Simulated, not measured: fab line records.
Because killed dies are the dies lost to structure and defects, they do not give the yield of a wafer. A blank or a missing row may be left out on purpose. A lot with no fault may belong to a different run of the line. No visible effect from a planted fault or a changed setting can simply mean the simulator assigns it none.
Which tool was responsible? || flow nand harc || Sampling: 6 lots, 18 wafers, 3 of 1159 route steps

## WHAT THE GAUGES READ, wafer by wafer
NHARC_A_M0_INSPECT_11.
{"lot": "L882", "measured": "day 18 02:20", "on": "defect inspect-02", "raw defect count": "30 27 41"}
{"lot": "L889", "measured": "day 19 17:41", "on": "defect inspect-01", "raw defect count": "37 25 31"}
{"lot": "L888", "measured": "day 19 23:01", "on": "defect inspect-02", "raw defect count": "31 30 32"}
{"lot": "L891", "measured": "day 20 15:07", "on": "defect inspect-02", "raw defect count": "27 26 29"}
{"lot": "L897", "measured": "day 22 02:25", "on": "defect inspect-02", "raw defect count": "1192 1137 1176"}
{"lot": "L900", "measured": "day 22 21:36", "on": "defect inspect-02", "raw defect count": "1195 1160 1182"}

## TOOL THAT RAN EACH LOT (tool first, then ch and the chambers of the sampled wafers, then the start)
{"lot": "L882", "NHARC_A_BLC_ALD_23": "ald metal-02 ch 1,2,3, day 17 23:27", "NHARC_A_M0_DEP_00": "pecvd-03 ch 0,1,2, day 18 01:22"}
{"lot": "L889", "NHARC_A_BLC_ALD_23": "ald metal-02 ch 0,1,2, day 19 14:16", "NHARC_A_M0_DEP_00": "pecvd-04 ch 1,2, day 19 16:51"}
{"lot": "L888", "NHARC_A_BLC_ALD_23": "ald metal-03 ch 0,1, day 19 20:59", "NHARC_A_M0_DEP_00": "pecvd-04 ch 0,1, day 19 22:16"}
{"lot": "L891", "NHARC_A_BLC_ALD_23": "ald metal-03 ch 0,2, day 20 11:07", "NHARC_A_M0_DEP_00": "pecvd-03 ch 1,2, day 20 14:15"}
{"lot": "L897", "NHARC_A_BLC_ALD_23": "ald metal-04 ch 0,1,3, day 22 00:08", "NHARC_A_M0_DEP_00": "pecvd-04 ch 0,2, day 22 01:23"}
{"lot": "L900", "NHARC_A_BLC_ALD_23": "ald metal-03 ch 0,1,2, day 22 11:30", "NHARC_A_M0_DEP_00": "pecvd-04 ch 0,1,2, day 22 20:39"}
- NHARC_A_BLC_ALD_23: deposits TiN, target thk 3 nm, pulse time 1 s, ald cycles 150.
- NHARC_A_M0_DEP_00: deposits SiOC, target thk 150 nm.

## THE ANSWER, worked out from the rows above alone
Rule: the lots themselves supply what counts as usual. The widest of any qualifying gaps counts: lots, ordered by their means at a reading, are off when they make up no more than a third of the lots, leave a main group of 4 or more, and stand apart from it by 3 or more times the standard deviation of that group's means. Not used: any main group whose means are identical at the precision the tables above print for the reading. Also off: a lot with no number at a reading for which 4 or more lots have one. The other lots that the step has rows for count as sound.
Off, at NHARC_A_M0_INSPECT_11 on raw defect count: L897, L900. For the main group the mean is 30 and the standard deviation 2.
A tool fits if, at a process step before that reading, it ran every lot that is off, and no sound lot after the first of them. The gauges at NHARC_A_M0_INSPECT_11 are tried like those tools. 2 tools fit, pecvd-04 at NHARC_A_M0_DEP_00 and defect inspect-02 at NHARC_A_M0_INSPECT_11, so this cannot tell which one it is.

## WHAT WAS PUT IN BY THE SIMULATOR
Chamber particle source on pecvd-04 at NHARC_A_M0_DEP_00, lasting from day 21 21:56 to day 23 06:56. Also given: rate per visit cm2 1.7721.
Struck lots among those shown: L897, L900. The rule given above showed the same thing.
